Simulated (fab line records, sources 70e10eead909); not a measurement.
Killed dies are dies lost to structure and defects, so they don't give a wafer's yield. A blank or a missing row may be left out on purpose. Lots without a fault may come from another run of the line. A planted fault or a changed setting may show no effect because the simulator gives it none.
fab line records | flow nand_harc | part 1 of 2: steps 1 to 4 of 6
record lots=23 wafers=69 last_day=33
route steps=1302 shown A_STAIRCASE@670
lots that met no fault: from a run of the same line without faults
start_h: hours from the record's first day to the start of the lot's first wafer shown | wait_h: hours since the lot's step before | " the same as in the row above | L1.1+2: a row that stands for several wafers | - no value, or no start given | * or withheld: withheld | < > ~ a bound
route shown NAME@n: a module of which the file shows steps, and the number in the route of the first | usual: mean/standard deviation of fault-free wafers | same: alike in all rows | chamber/n: place in a boat | sites: the reading at each site | _std_site: their standard deviation | _edge_site: outer sites' mean less inner sites' | radius_mm: how far each site lies from the wafer's centre | mask NAME#n: copy n | behind: the tool/chamber that last shaped the wafer | hold: why the lot was held/for how many hours/how that ended | device: the transistor (n, p or np) that didn't switch | end of line: the same wafers' tests at the end of the route | a step without rows: its recipe alone | killed: dies lost to structure and defects at the first sort, not the wafer's yield | map: a wafer's dies, x killed, . not, _ none there
set.NAME: the setting as run; set.NAME@STEP: as run at that earlier step | model.NAME: the simulator's own value behind a step, which no gauge read
steps of the route over a sample of lots; a table a step, a row a wafer
services: from which hour (start_h, from the record's first day; less than 0 if before it) a tool's chamber was out of use, for how many hours, and why
## steps
# step NHARC_A_STAIRCASE_TRIM_14
# recipe time_s=211.2 o2_flow_sccm=500 ar_flow_sccm=0 bias_w=0 chemistry=O2
# usual drypump_motor_current_A=5.9/0.49 oes_product_au=0.999/0.0073 rf_vpp_V=57.9/0.86 showerhead_plenum_p_Torr=3.53/0.16 throttle_valve_pct=17.036/0.0097
# same time_s=211.2
# columns lot.wafer tool chamber start_h wait_h drypump_motor_current_A oes_product_au rf_hours_counter_h rf_vpp_V showerhead_plenum_p_Torr throttle_valve_pct
L074.1 rie_diel-03 1 - - 5.2 0.994 14 58.1 3.80 17.035
L074.6 " 2 " " 5.0 1.002 - 57.8 3.47 17.039
L074.5 " 3 " " 6.2 1.006 - 59.0 3.52 17.030
L075.1 rie_diel-13 2 - - 6.0 0.998 8 57.3 3.55 17.032
L075.3 " 1 " " 6.5 1.007 3 57.8 3.29 17.030
L075.4 " 1 " " 6.4 0.993 - 57.9 3.29 17.035
L077.1 rie_diel-12 1 - - 6.2 1.006 41 55.9 3.27 17.062
L077.2 " 3 " " 5.9 1.002 41 58.7 3.78 17.032
L077.6 " 2 " " 6.3 1.007 - 57.6 3.49 17.025
L076.1 rie_diel-03 1 - - 5.2 1.004 24 57.9 3.79 17.033
L076.3 " 2 " " 5.0 0.997 26 58.2 3.46 17.032
L076.5 " 2 " " 5.0 0.995 - 57.9 3.46 17.045
L078.4 rie_diel-12 3 - - 5.9 1.008 44 57.3 3.78 17.051
L078.2 " 1 " " 6.2 1.015 43 57.2 3.27 17.039
L078.5 " 0 " " 6.2 1.010 - 58.3 3.42 17.012
L079.3 rie_diel-03 1 - - 5.2 0.993 32 59.7 3.79 17.051
L079.6 " 0 " " 6.0 0.999 - 57.9 3.53 17.062
L079.5 " 1 " " 5.2 1.004 - 57.9 3.79 17.037
L080.4 rie_diel-12 0 - - 6.2 0.993 42 57.4 3.42 17.035
L080.1 " 1 " " 6.3 1.005 50 55.9 3.27 17.045
L080.5 " 0 " " 6.2 1.006 - 55.9 3.42 17.025
L081.3 rie_diel-03 0 - - 6.0 1.003 41 57.9 3.53 17.037
L081.4 " 2 " " 5.0 1.000 38 57.5 3.45 17.044
L081.5 " 3 " " 6.2 1.004 - 57.5 3.50 17.038
L083.1 rie_diel-12 0 - - 6.2 0.997 0 59.2 3.41 17.044
L083.4 " 1 " " 6.3 0.997 0 59.6 3.81 17.040
L083.5 " 3 " " 5.9 1.007 - 57.9 3.77 17.042
L085.3 rie_diel-13 2 - - 6.0 0.986 44 57.5 3.53 17.027
L085.5 " 1 " " 6.4 0.999 - 56.8 3.28 17.047
L085.6 " 2 " " 6.0 0.995 - 58.2 3.53 17.028
L084.4 rie_diel-12 0 - - 6.2 1.003 3 57.3 3.41 17.031
L084.3 " 1 " " 6.3 0.992 5 58.4 3.81 17.021
L084.6 " 0 " " 6.2 1.001 - 57.1 3.41 17.017
L086.2 rie_diel-03 0 - - 6.0 0.983 0 58.5 3.52 17.029
L086.4 " 3 " " 6.2 1.000 0 58.8 3.50 17.041
L086.5 " 1 " " 5.2 0.994 - 58.9 3.77 17.038
L087.2 rie_diel-12 0 - - 6.2 0.999 9 58.9 3.41 17.028
L087.5 " 0 " " 6.2 1.000 - 56.9 3.41 17.037
L087.6 " 1 " " 6.2 0.992 - 58.3 3.80 17.053
L088.4 rie_diel-13 3 - - 6.6 0.987 55 56.9 3.37 17.022
L088.6 " 2 " " 6.0 0.981 - 58.4 3.53 17.036
L088.5 " 3 " " 6.6 0.979 - 57.0 3.36 17.036
L090.4 rie_diel-03 2 - - 5.0 0.992 6 57.1 3.44 17.021
L090.2 " 3 " " 6.2 0.997 20 57.4 3.49 17.040
L090.5 " 2 " " 5.0 0.987 - 56.5 3.44 17.046
L091.3 rie_diel-03 1 - - 5.2 0.992 22 58.3 3.76 17.047
L091.2 " 3 " " 6.2 0.993 21 57.6 3.49 17.003
L091.5 " 2 " " 5.0 0.992 - 56.4 3.44 17.034
L089.4 rie_diel-03 3 - - 6.2 1.007 - 58.6 3.48 17.037
L089.5 " 0 " " 6.0 0.997 - 57.4 3.51 17.043
L089.6 " 2 " " 5.0 0.982 - 57.6 3.44 17.046
L092.3 rie_diel-03 3 - - 6.2 1.005 26 58.9 3.48 17.029
L092.6 " 3 " " 6.2 1.009 - 58.2 3.48 17.028
L092.5 " 0 " " 6.0 1.001 - 58.0 3.51 17.046
L093.1 rie_diel-03 2 - - 5.0 0.998 19 57.8 3.44 17.042
L093.5 " 2 " " 5.0 0.992 - 57.2 3.44 17.022
L093.6 " 3 " " 6.2 0.992 - 56.6 3.48 17.043
L094.4 rie_diel-12 3 - - 5.9 1.000 38 58.3 3.75 17.058
L094.2 " 0 " " 6.2 1.003 33 58.1 3.39 17.035
L094.6 " 1 " " 6.2 1.001 - 58.4 3.79 17.033
L095.3 rie_diel-12 3 - - 5.9 1.003 39 58.2 3.75 17.031
L095.5 " 1 " " 6.3 1.005 - 59.4 3.79 17.040
L095.6 " 2 " " 6.3 1.009 - 59.0 3.46 17.042
L096.3 rie_diel-03 2 - - 5.0 1.003 24 57.3 3.43 17.033
L096.2 " 0 " " 6.0 1.015 29 57.9 3.51 17.036
L096.5 " 2 " " 5.0 0.992 - 57.2 3.43 17.029
L097.2 rie_diel-13 0 - - 6.0 0.991 13 57.4 3.52 17.028
L097.3 " 1 " " 6.4 1.004 9 57.0 3.80 17.040
L097.5 " 1 " " 6.4 1.011 - 58.7 3.80 17.038
# step NHARC_A_STAIRCASE_TRIM_26
# recipe time_s=211.2 o2_flow_sccm=500 ar_flow_sccm=0 bias_w=0 chemistry=O2
# usual drypump_motor_current_A=6.0/0.47 oes_product_au=0.999/0.0081 rf_vpp_V=57.8/0.93 showerhead_plenum_p_Torr=3.53/0.15 throttle_valve_pct=17.036/0.01
# same time_s=211.2
# columns lot.wafer tool chamber start_h wait_h drypump_motor_current_A oes_product_au rf_hours_counter_h rf_vpp_V showerhead_plenum_p_Torr throttle_valve_pct
L074.1 rie_diel-03 2 - - 5.0 0.991 17 58.3 3.47 17.029
L074.5 " 1 " " 5.2 0.996 - 59.8 3.80 17.047
L074.6 " 2 " " 5.0 0.998 - 58.1 3.47 17.035
L075.1 rie_diel-03 0 - - 6.0 1.000 24 57.9 3.54 17.046
L075.4 " 2 " " 5.0 1.007 24 58.0 3.46 17.018
L075.3 " 3 " " 6.1 1.020 24 57.3 3.51 17.052
L077.1 rie_diel-13 3 - - 6.6 0.994 7 58.0 3.39 17.035
L077.2 " 0 " " 6.0 1.004 11 57.6 3.55 17.034
L077.6 " 2 " " 6.0 0.994 - 57.7 3.55 17.038
L076.3 rie_diel-03 3 - - 6.2 1.008 27 57.4 3.51 17.060
L076.1 " 0 " " 6.0 0.997 27 58.9 3.54 17.030
L076.5 " 2 " " 5.0 0.998 - 58.8 3.46 17.043
L078.4 rie_diel-12 3 - - 5.9 1.004 44 58.0 3.78 17.049
L078.2 " 1 " " 6.2 1.002 44 57.5 3.27 17.034
L078.5 " 3 " " 5.9 1.004 - 59.2 3.78 17.037
L079.3 rie_diel-03 2 - - 5.0 1.001 35 58.1 3.46 17.033
L079.6 " 1 " " 5.2 1.005 - 57.5 3.79 17.026
L079.5 " 2 " " 5.0 0.998 - 59.3 3.46 17.038
L080.1 rie_diel-12 1 - - 6.3 1.010 51 56.0 3.27 17.038
L080.4 " 0 " " 6.2 0.997 43 57.6 3.42 17.032
L080.5 " 2 " " 6.4 1.002 - 58.1 3.49 17.047
L081.3 rie_diel-03 0 - - 6.0 0.997 42 58.6 3.53 17.032
L081.4 " 2 " " 5.0 0.998 39 59.1 3.45 17.033
L081.5 " 0 " " 6.0 0.993 - 58.3 3.53 17.031
L083.4 rie_diel-13 0 - - 6.0 0.993 20 57.6 3.54 17.006
L083.1 " 2 " " 6.0 0.999 42 58.3 3.54 17.023
L083.5 " 0 " " 6.0 1.001 - 59.4 3.54 17.043
L085.3 rie_diel-13 1 - - 6.4 0.983 26 57.5 3.28 17.049
L085.6 " 2 " " 6.0 0.989 - 58.3 3.53 17.027
L085.5 " 3 " " 6.6 0.993 - 57.0 3.37 17.041
L084.4 rie_diel-13 0 - - 6.0 0.995 26 58.9 3.54 17.037
L084.3 " 2 " " 6.0 1.005 46 57.8 3.53 17.022
L084.6 " 1 " " 6.4 0.996 - 56.6 3.28 17.042
L086.2 rie_diel-13 3 - - 6.6 0.981 44 57.4 3.37 17.043
L086.4 " 1 " " 6.4 0.993 28 57.5 3.28 17.038
L086.5 " 3 " " 6.6 0.989 - 57.9 3.37 17.013
L087.2 rie_diel-12 1 - - 6.2 0.991 12 58.7 3.80 17.034
L087.5 " 3 " " 5.9 1.003 - 57.1 3.76 17.038
L087.6 " 0 " " 6.3 0.996 - 58.9 3.41 17.043
L088.4 rie_diel-13 3 - - 6.6 0.988 55 57.6 3.36 17.027
L088.5 " 2 " " 6.0 0.991 - 56.5 3.53 17.042
L088.6 " 3 " " 6.6 0.991 - 55.6 3.36 17.026
L090.4 rie_diel-12 3 - - 5.9 0.992 19 58.8 3.76 17.036
L090.2 " 1 " " 6.2 0.995 23 58.1 3.79 17.033
L090.5 " 0 " " 6.2 0.991 - 58.0 3.40 17.036
L091.2 rie_diel-03 2 - - 5.0 0.993 8 57.7 3.44 17.041
L091.3 " 3 " " 6.1 1.010 22 57.3 3.48 17.036
L091.5 " 1 " " 5.2 0.997 - 59.3 3.76 17.026
L089.6 rie_diel-03 3 - - 6.1 1.002 - 58.0 3.48 17.053
L089.4 " 0 " " 6.0 1.014 - 57.5 3.51 17.037
L089.5 " 2 " " 5.0 0.994 - 55.4 3.44 17.035
L092.3 rie_diel-12 3 - - 5.9 1.004 24 57.7 3.75 17.032
L092.6 " 1 " " 6.2 1.004 - 58.3 3.79 17.035
L092.5 " 2 " " 6.3 1.002 - 59.0 3.46 17.030
L093.1 rie_diel-13 3 - - 6.6 0.987 10 58.4 3.36 17.031
L093.5 " 3 " " 6.6 0.991 - 56.7 3.36 17.041
L093.6 " 0 " " 6.0 1.003 - 58.1 3.53 17.034
L094.2 rie_diel-12 3 - - 5.9 1.001 38 58.5 3.75 17.024
L094.4 " 2 " " 6.3 0.998 42 58.4 3.46 17.038
L094.6 " 3 " " 5.9 0.996 - 58.5 3.75 17.030
L095.3 rie_diel-12 2 - - 6.3 1.003 47 57.6 3.45 17.056
L095.6 " 2 " " 6.3 0.997 - 57.4 3.45 17.043
L095.5 " 3 " " 5.9 0.995 - 58.0 3.74 17.044
L096.2 rie_diel-03 1 - - 5.2 0.997 34 57.8 3.76 17.045
L096.3 " 2 " " 5.0 0.996 24 57.2 3.43 17.045
L096.5 " 0 " " 6.0 1.008 - 57.2 3.50 17.025
L097.2 rie_diel-13 2 - - 6.0 1.011 14 57.3 3.52 17.055
L097.3 " 0 " " 6.0 1.001 14 58.5 3.52 17.021
L097.5 " 1 " " 6.4 1.012 - 59.4 3.80 17.034
# step NHARC_A_STAIRCASE_ETCH_190
# recipe target_depth_a=1000 time_s=40.5 ion_energy_ev=400 c4f8_flow_sccm=20 o2_flow_sccm=10 ar_flow_sccm=withheld rf_w=600 bias_w=1000 chemistry=C4F8/O2
# usual oes_product_au=0.942/0.01 rf_vpp_V=896/5.6
# same time_s=40.5
# columns lot.wafer tool chamber start_h wait_h oes_product_au rf_hours_counter_h rf_vpp_V
L074.1 rie_diel-13 2 - - 0.935 2 897
L074.6 " 0 " " 0.941 - 897
L074.5 " 2 " " 0.932 - 895
L075.3 rie_diel-12 3 - - 0.950 39 904
L075.4 " 1 " " 0.956 39 888
L075.1 " 2 " " 0.947 44 895
L077.2 rie_diel-12 3 - - 0.950 42 906
L077.1 " 0 " " 0.934 34 894
L077.6 " 3 " " 0.961 - 905
L076.1 rie_diel-13 0 - - 0.946 12 898
L076.3 " 2 " " 0.955 13 897
L076.5 " 3 " " 0.947 - 891
L078.2 rie_diel-03 3 - - 0.963 29 895
L078.4 " 0 " " 0.940 28 896
L078.5 " 2 " " 0.954 - 894
L079.3 rie_diel-13 2 - - 0.927 26 897
L079.6 " 3 " " 0.923 - 890
L079.5 " 1 " " 0.933 - 890
L080.1 rie_diel-13 2 - - 0.925 27 897
L080.5 " 3 " " 0.921 - 890
L080.4 " 1 " " 0.929 - 888
L081.3 rie_diel-13 3 - - 0.927 28 889
L081.4 " 1 " " 0.933 - 888
L081.5 " 2 " " 0.934 - 895
L083.4 rie_diel-12 2 - - 0.935 5 894
L083.1 " 3 " " 0.927 3 904
L083.5 " 2 " " 0.941 - 894
L085.3 rie_diel-13 3 - - 0.930 43 891
L085.6 " 2 " " 0.939 - 895
L085.5 " 3 " " 0.931 - 891
L084.3 rie_diel-12 0 - - 0.934 4 892
L084.4 " 1 " " 0.932 7 905
L084.6 " 2 " " 0.950 - 893
L086.4 rie_diel-03 1 - - 0.954 2 904
L086.2 " 3 " " 0.941 1 895
L086.5 " 1 " " 0.955 - 906
L087.2 rie_diel-13 3 - - 0.939 46 891
L087.6 " 3 " " 0.935 - 888
L087.5 " 0 " " 0.936 - 896
L088.4 rie_diel-03 1 - - 0.944 22 905
L088.6 " 0 " " 0.953 - 896
L088.5 " 1 " " 0.947 - 904
L090.2 rie_diel-12 3 - - 0.940 20 904
L090.4 " 0 " " 0.946 19 891
L090.5 " 2 " " 0.950 - 893
L091.3 rie_diel-13 1 - - 0.963 39 886
L091.2 " 2 " " 0.953 58 894
L091.5 " 0 " " 0.939 - 894
L089.4 rie_diel-12 2 - - 0.941 25 893
L089.5 " 2 " " 0.946 - 893
L089.6 " 3 " " 0.924 - 905
L092.3 rie_diel-03 0 - - 0.958 21 894
L092.6 " 3 " " 0.956 - 894
L092.5 " 0 " " 0.950 - 896
L093.1 rie_diel-03 0 - - 0.960 27 896
L093.5 " 2 " " 0.941 - 894
L093.6 " 3 " " 0.955 - 894
L094.2 rie_diel-12 2 - - 0.944 42 894
L094.4 " 3 " " 0.933 39 905
L094.6 " 1 " " 0.967 - 905
L095.3 rie_diel-13 2 - - 0.948 14 895
L095.5 " 2 " " 0.944 - 895
L095.6 " 3 " " 0.948 - 889
L096.3 rie_diel-13 3 - - 0.923 15 890
L096.2 " 1 " " 0.956 10 906
L096.5 " 3 " " 0.926 - 890
L097.2 rie_diel-03 2 - - 0.949 25 892
L097.3 " 0 " " 0.967 30 894
L097.5 " 2 " " 0.940 - 893
# step NHARC_A_STAIRCASE_TRIM_191
# recipe time_s=211.2 o2_flow_sccm=500 ar_flow_sccm=0 bias_w=0 chemistry=O2
# usual drypump_motor_current_A=6.1/0.4 oes_product_au=0.999/0.007 rf_vpp_V=57.9/1 showerhead_plenum_p_Torr=3.52/0.16 throttle_valve_pct=17.035/0.0091
# same time_s=211.2
# columns lot.wafer tool chamber start_h wait_h drypump_motor_current_A oes_product_au rf_hours_counter_h rf_vpp_V showerhead_plenum_p_Torr throttle_valve_pct
L074.1 rie_diel-13 2 - - 6.0 0.988 2 58.3 3.56 17.036
L074.6 " 2 " " 6.0 0.993 - 58.9 3.56 17.032
L074.5 " 3 " " 6.6 0.997 - 57.2 3.39 17.038
L075.4 rie_diel-12 0 - - 6.2 0.991 31 57.4 3.43 17.027
L075.3 " 1 " " 6.3 1.012 39 58.2 3.27 17.042
L075.1 " 2 " " 6.3 1.003 44 58.8 3.49 17.043
L077.1 rie_diel-12 2 - - 6.3 0.998 47 57.2 3.49 17.035
L077.2 " 0 " " 6.2 0.994 34 56.9 3.42 17.030
L077.6 " 3 " " 5.9 1.007 - 58.4 3.78 17.045
L076.3 rie_diel-13 2 - - 6.0 0.999 13 56.7 3.55 17.026
L076.1 " 3 " " 6.6 1.005 8 57.0 3.39 17.034
L076.5 " 3 " " 6.6 1.005 - 56.2 3.39 17.040
L078.4 rie_diel-03 0 - - 6.0 1.009 28 58.5 3.54 17.020
L078.2 " 3 " " 6.1 1.008 29 58.0 3.51 17.029
L078.5 " 1 " " 5.2 0.994 - 58.7 3.79 17.031
L079.3 rie_diel-13 1 - - 6.4 1.000 12 56.9 3.29 17.051
L079.5 " 1 " " 6.4 1.005 - 57.4 3.29 17.032
L079.6 " 2 " " 6.0 0.997 - 58.2 3.54 17.020
L080.1 rie_diel-13 1 - - 6.4 0.994 13 57.1 3.29 17.034
L080.4 " 2 " " 6.0 1.001 - 56.8 3.54 17.032
L080.5 " 3 " " 6.6 1.004 - 58.3 3.38 17.044
L081.3 rie_diel-13 1 - - 6.4 0.990 18 56.6 3.29 17.059
L081.4 " 2 " " 6.0 0.991 - 58.9 3.54 17.039
L081.5 " 3 " " 6.6 0.995 - 57.7 3.38 17.038
L083.1 rie_diel-12 1 - - 6.2 0.996 6 59.3 3.81 17.036
L083.4 " 2 " " 6.3 0.996 6 58.2 3.48 17.033
L083.5 " 1 " " 6.3 0.986 - 58.7 3.80 17.032
L085.3 rie_diel-13 2 - - 6.0 0.994 45 56.5 3.53 17.032
L085.5 " 0 " " 6.0 0.993 - 57.5 3.54 17.040
L085.6 " 1 " " 6.4 0.991 - 57.5 3.28 17.031
L084.4 rie_diel-12 2 - - 6.3 1.004 7 59.2 3.48 17.023
L084.3 " 3 " " 5.9 1.007 4 59.0 3.77 17.038
L084.6 " 1 " " 6.3 0.997 - 58.4 3.80 17.031
L086.4 rie_diel-03 0 - - 6.0 0.996 1 59.1 3.52 17.032
L086.2 " 3 " " 6.2 0.986 1 57.4 3.50 17.031
L086.5 " 0 " " 6.0 1.004 - 57.5 3.52 17.025
L087.2 rie_diel-13 0 - - 6.0 0.986 29 57.9 3.54 17.016
L087.6 " 3 " " 6.6 0.980 - 57.1 3.37 17.030
L087.5 " 0 " " 6.0 0.986 - 56.3 3.54 17.034
L088.4 rie_diel-03 3 - - 6.2 1.001 20 58.3 3.49 17.046
L088.5 " 3 " " 6.2 0.999 - 58.6 3.49 17.037
L088.6 " 0 " " 6.0 0.996 - 59.2 3.51 17.040
L090.2 rie_diel-12 3 - - 5.9 1.010 20 58.8 3.76 17.039
L090.4 " 0 " " 6.2 0.998 19 57.6 3.40 17.028
L090.5 " 2 " " 6.3 0.999 - 59.1 3.47 17.049
L091.3 rie_diel-13 0 - - 6.0 1.000 40 59.5 3.53 17.020
L091.2 " 1 " " 6.4 0.992 39 56.2 3.28 17.036
L091.5 " 3 " " 6.6 0.995 - 56.8 3.36 17.035
L089.4 rie_diel-12 3 - - 5.9 0.995 23 58.5 3.76 17.030
L089.5 " 0 " " 6.2 1.002 - 57.9 3.40 17.035
L089.6 " 1 " " 6.2 1.000 - 57.6 3.79 17.040
L092.3 rie_diel-03 3 - - 6.2 1.003 28 59.1 3.48 17.033
L092.5 " 3 " " 6.2 1.003 - 56.9 3.48 17.051
L092.6 " 0 " " 6.0 1.017 - 57.2 3.51 17.043
L093.1 rie_diel-03 3 - - 6.2 1.010 34 56.5 3.48 17.030
L093.6 " 0 " " 6.0 1.008 - 58.5 3.51 17.049
L093.5 " 1 " " 5.2 1.008 - 58.3 3.76 17.044
L094.4 rie_diel-12 3 - - 5.9 0.999 39 57.8 3.75 17.043
L094.2 " 0 " " 6.2 0.994 34 58.2 3.39 17.022
L094.6 " 3 " " 5.9 0.990 - 58.1 3.75 17.020
L095.3 rie_diel-13 0 - - 6.0 1.000 14 58.1 3.52 17.040
L095.5 " 3 " " 6.6 0.995 - 56.6 3.36 17.023
L095.6 " 0 " " 6.0 0.998 - 57.8 3.52 17.019
L096.2 rie_diel-13 3 - - 6.6 1.000 15 58.1 3.36 17.034
L096.3 " 0 " " 6.0 1.006 15 58.4 3.52 17.025
L096.5 " 3 " " 6.6 0.994 - 57.9 3.36 17.035
L097.2 rie_diel-03 3 - - 6.2 0.995 38 58.5 3.48 17.061
L097.3 " 1 " " 5.2 1.002 35 58.2 3.76 17.051
L097.5 " 0 " " 6.0 1.001 - 58.2 3.50 17.030
